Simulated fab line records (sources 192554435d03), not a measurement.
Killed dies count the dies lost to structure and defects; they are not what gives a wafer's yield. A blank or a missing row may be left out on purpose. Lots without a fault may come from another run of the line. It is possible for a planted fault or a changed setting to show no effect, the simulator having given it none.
Chamber matching ; flow n5-finfet ; rie-diel-01 running N5_BEOL_M10_ETCH_66: 4 sister chambers
The step etches SOC in N2/H2, target depth 120 nm, overetch 24 nm, time 180 s. 4 wafers are shown with their chamber, then 7 later ones without.

== WAFERS, EACH WITH ITS CHAMBER ==
wafer;chamber;drypump-motor-current-A (A)
L080.3;1;5.6
L083.3;3;5.2
L087.1;2;5.0
L087.4;0;6.5

== WAFERS WHOSE CHAMBER IS MISSING ==
wafer;drypump-motor-current-A (A)
L087.6;5.0
L091.1;5.0
L091.3;5.6
L091.6;5.6
L095.4;5.2
L095.5;5.7
L095.6;5.0

== THE CHAMBER EACH PASSED THROUGH ==
wafer;from the rows above;in truth
L087.6;2;2
L091.1;2;2
L091.3;1;1
L091.6;1;1
L095.4;3;3
L095.5;1;1
L095.6;2;2
Placed correctly: 7 of 7. Can't be placed from these rows: 0. 0 placed wrongly.
How it was worked out, from the rows above alone: a wafer's distance from a chamber is the root of the sum, over the readings, of the square of ((its reading less the chamber's mean) divided by the reading's scatter). The wafer belongs to the nearest chamber; if the next one is less than 2 further off, it can't be placed. A chamber's mean is the mean of its shown wafers. The scatter (one wafer shown for each chamber): square how far every hidden wafer sits from the nearest shown wafer, average those squares and take the square root.
